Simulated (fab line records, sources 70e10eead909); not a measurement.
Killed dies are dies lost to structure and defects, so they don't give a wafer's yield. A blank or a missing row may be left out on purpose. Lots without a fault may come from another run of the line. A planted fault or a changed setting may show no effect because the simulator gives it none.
Which tool did it? | flow nand_harc | 14 lots, 39 wafers sampled, at 6 steps of a route of 1302

WHAT THE GAUGES READ, wafer by wafer
NHARC_A_ONON_D2_THK_MEAS_24: measures by ellipsometry. Usual: thk_nm 999 nm, standard deviation 12.
lot  | measured     | on            | thk_nm (nm)    | flag
L964 | day 12 18:50 | film_metro-01 | 992 991 992    |
L966 | day 13 12:50 | film_metro-02 | 1010 1011 1011 |
L967 | day 14 05:32 | film_metro-02 | 995 993 995    |
L969 | day 14 11:34 | film_metro-01 | 997 998 998    |
L968 | day 14 11:34 | film_metro-02 | 991 992 990    |
L971 | day 15 07:17 | film_metro-01 | 1012 1011 1012 |
L970 | day 15 07:16 | film_metro-01 | 992 991 991    |
L973 | day 16 03:14 | film_metro-02 | 994 995 995    |
L972 | day 16 03:14 | film_metro-01 | 986 984 987    |
L981 | day 19 16:23 | film_metro-02 | 1005 1007      |
L982 | day 20 12:23 | film_metro-01 | 1006 1008      |
L984 | day 21 04:28 | film_metro-01 | 1000 1000      |
L986 | day 21 22:02 | film_metro-01 | 995 993 994    |
L987 | day 22 15:54 | film_metro-01 | 1003 1003 1003 |

NHARC_A_ONON_D2_THK_MEAS_27: measures by ellipsometry. Usual: thk_nm 1004 nm, standard deviation 11.
lot  | measured     | on            | thk_nm (nm)    | flag
L964 | day 12 19:23 | film_metro-02 | 1005 1004 1002 |
L966 | day 13 13:25 | film_metro-01 | 1003 1002 1004 |
L967 | day 14 06:07 | film_metro-01 | 991 992 991    |
L969 | day 14 12:08 | film_metro-02 | 1017 1018 1016 |
L968 | day 14 12:08 | film_metro-01 | 1002 1001 1003 |
L971 | day 15 07:51 | film_metro-02 | 1018 1019 1020 |
L970 | day 15 07:50 | film_metro-01 | 998 997 997    |
L973 | day 16 03:47 | film_metro-01 | 986 985 986    |
L972 | day 16 03:49 | film_metro-01 | 993 995 994    |
L981 | day 19 16:58 | film_metro-02 | 1091 1092      | OFF
L982 | day 20 12:57 | film_metro-01 | 1010 1105      | OFF
L984 | day 21 05:02 | film_metro-02 | 1017 1112      | OFF
L986 | day 21 22:36 | film_metro-02 | 1005 1005 1007 |
L987 | day 22 16:28 | film_metro-01 | 989 987 988    |

NHARC_A_ONON_D2_INSPECT_32. Usual: raw_defect_count 408, standard deviation 140.
lot  | measured     | on                | raw_defect_count | flag
L964 | day 12 20:34 | defect_inspect-02 | 324 486 440      |
L966 | day 13 14:32 | defect_inspect-02 | 641 676 605      |
L967 | day 14 07:13 | defect_inspect-02 | 285 171 377      |
L969 | day 14 13:14 | defect_inspect-02 | 386 364 397      |
L968 | day 14 13:14 | defect_inspect-01 | 258 280 251      |
L971 | day 15 08:58 | defect_inspect-01 | 256 389 530      |
L970 | day 15 08:57 | defect_inspect-02 | 731 937 534      |
L973 | day 16 04:54 | defect_inspect-02 | 462 364 387      |
L972 | day 16 04:55 | defect_inspect-01 | 424 309 312      |
L981 | day 19 18:04 | defect_inspect-02 | 327 236          |
L982 | day 20 14:04 | defect_inspect-02 | 659 713          |
L984 | day 21 06:08 | defect_inspect-02 | 284 298          |
L986 | day 21 23:43 | defect_inspect-02 | 397 261 568      |
L987 | day 22 17:35 | defect_inspect-02 | 390 288 236      |

NHARC_END_SORT_01. Usual: killed_at_array 52, standard deviation 18; killed_at_other 0.6, standard deviation 0.83; killed_at_periphery 4.3, standard deviation 2.8; killed_dies 57, standard deviation 19; killed_open 3.4, standard deviation 2; killed_short 2.5, standard deviation 1.7.
lot  | measured     | on        | killed_at_array | killed_at_other | killed_at_periphery | killed_dies | killed_open | killed_short | flag
L970 | day 26 12:28 | prober-02 | 50 56 46        | 1 1 0           | 3 6 1               | 54 63 47    | 2 4 1       | 3 3 1        |
L981 | day 30 19:51 | prober-01 | 668 667         | 4 1             | 5 9                 | 677 677     | 1 3         | 1 2          | OFF
L982 | day 31 12:07 | prober-01 | 63 667          | 0 1             | 9 9                 | 72 677      | 8 4         | 2 0          | OFF
L984 | day 33 01:43 | prober-02 | 49 668          | 1 0             | 8 9                 | 58 677      | 8 5         | 1 1          | OFF

WHICH TOOL RAN EACH LOT (tool, then ch and the chambers of the sampled wafers, then the start)
lot  | NHARC_A_DECK1_JOINT_DEP_16      | NHARC_A_ONON_D2_DEP_25
L964 | pecvd-02 ch 0,1,2, day 12 06:36 | pecvd_onon-02 ch 0, day 12 19:03
L966 | pecvd-02 ch 0,2, day 13 01:11   | pecvd_onon-02 ch 0, day 13 12:53
L967 | pecvd-04 ch 0,2, day 13 16:07   | pecvd_onon-01 ch 0, day 14 05:36
L969 | pecvd-04 ch 0,1,2, day 13 23:14 | pecvd_onon-02 ch 0, day 14 11:37
L968 | pecvd-02 ch 0,2, day 13 23:16   | pecvd_onon-03 ch 0, day 14 11:37
L971 | pecvd-04 ch 0,2, day 14 19:38   | pecvd_onon-02 ch 0, day 15 07:20
L970 | pecvd-03 ch 0,1,2, day 14 19:40 | pecvd_onon-01 ch 0, day 15 07:23
L973 | pecvd-02 ch 0,1, day 15 15:11   | pecvd_onon-03 ch 0, day 16 03:17
L972 | pecvd-04 ch 0,2, day 15 15:11   | pecvd_onon-01 ch 0, day 16 03:22
L981 | pecvd-04 ch 0,2, day 19 07:45   | pecvd_onon-03 ch 0, day 19 16:34
L982 | pecvd-03 ch 0,1, day 19 23:42   | pecvd_onon-03 ch 0, day 20 12:29
L984 | pecvd-02 ch 1,2, day 20 16:32   | pecvd_onon-03 ch 0, day 21 04:34
L986 | pecvd-03 ch 0,1,2, day 21 09:41 | pecvd_onon-01 ch 0, day 21 22:05
L987 | pecvd-04 ch 0,1,2, day 22 00:31 | pecvd_onon-02 ch 0, day 22 15:58
- NHARC_A_DECK1_JOINT_DEP_16: deposits SiO2, target thk 45 nm.
- NHARC_A_ONON_D2_DEP_25: target thk 1000 nm.

WHAT THE TOOLS THEMSELVES READ (means of the sampled wafers that have a number; where no wafer has one, the mark that the record gives instead)
NHARC_A_DECK1_JOINT_DEP_16. Usual: heater_power_outer_w 258 W, standard deviation 61; heater_power_w 511 W, standard deviation 100; throttle_valve_pct 15.7 %, standard deviation 0.43.
lot  | tool     | heater_power_outer_w (W) | heater_power_w (W) | throttle_valve_pct (%) | flag
L964 | pecvd-02 | 293                      | 545                | 15.9                   |
L966 | pecvd-02 | 274                      | 534                | 15.8                   |
L967 | pecvd-04 | 257                      | 549                | 15.7                   |
L969 | pecvd-04 | 214                      | 463                | 15.6                   |
L968 | pecvd-02 | 255                      | 496                | 15.8                   |
L971 | pecvd-04 | 295                      | 601                | 15.4                   |
L970 | pecvd-03 | 317                      | 562                | 15.8                   |
L973 | pecvd-02 | 256                      | 494                | 16.1                   |
L972 | pecvd-04 | 313                      | 632                | 15.5                   |
L981 | pecvd-04 | 255                      | 548                | 15.9                   |
L982 | pecvd-03 | 319                      | 544                | 15.6                   |
L984 | pecvd-02 | 280                      | 526                | 16.3                   |
L986 | pecvd-03 | 284                      | 513                | 15.7                   |
L987 | pecvd-04 | 247                      | 514                | 15.3                   |

THE ANSWER, worked out from the rows above alone
Rule: a lot is off if the mean of its wafers that have a number lies more than 3 standard deviations from the usual mean. A lot without any number at a reading at which 4 lots or more have one is off too. The other lots that the step has rows for count as sound. The gauges are gone through in route order, then the tools' own readings, and for those a lot's mean is taken as printed above. The first step at which some lot is off is used, and at that step the reading that is off furthest; a lot without a number counts as furthest.
Off: L981, L982, L984, at NHARC_A_ONON_D2_THK_MEAS_27 (thk_nm).
A tool fits if, at a process step before that reading, it ran every lot that is off, and no sound lot after the first of them. The gauges at NHARC_A_ONON_D2_THK_MEAS_27 aren't tried: what is off there is off at NHARC_END_SORT_01 too, on other tools, and a gauge's error can't cause that. One fits: pecvd_onon-03 at NHARC_A_ONON_D2_DEP_25. Its last sound lot is L973 (day 16 03:17), its first lot that is off L981 (day 19 16:34): a fault that began between those two fits.

WHAT THE SIMULATOR HAD PUT IN
Process parameter drift: pecvd_onon-03, from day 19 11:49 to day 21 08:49, at NHARC_A_ONON_D2_DEP_25. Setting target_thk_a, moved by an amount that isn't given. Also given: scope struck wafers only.
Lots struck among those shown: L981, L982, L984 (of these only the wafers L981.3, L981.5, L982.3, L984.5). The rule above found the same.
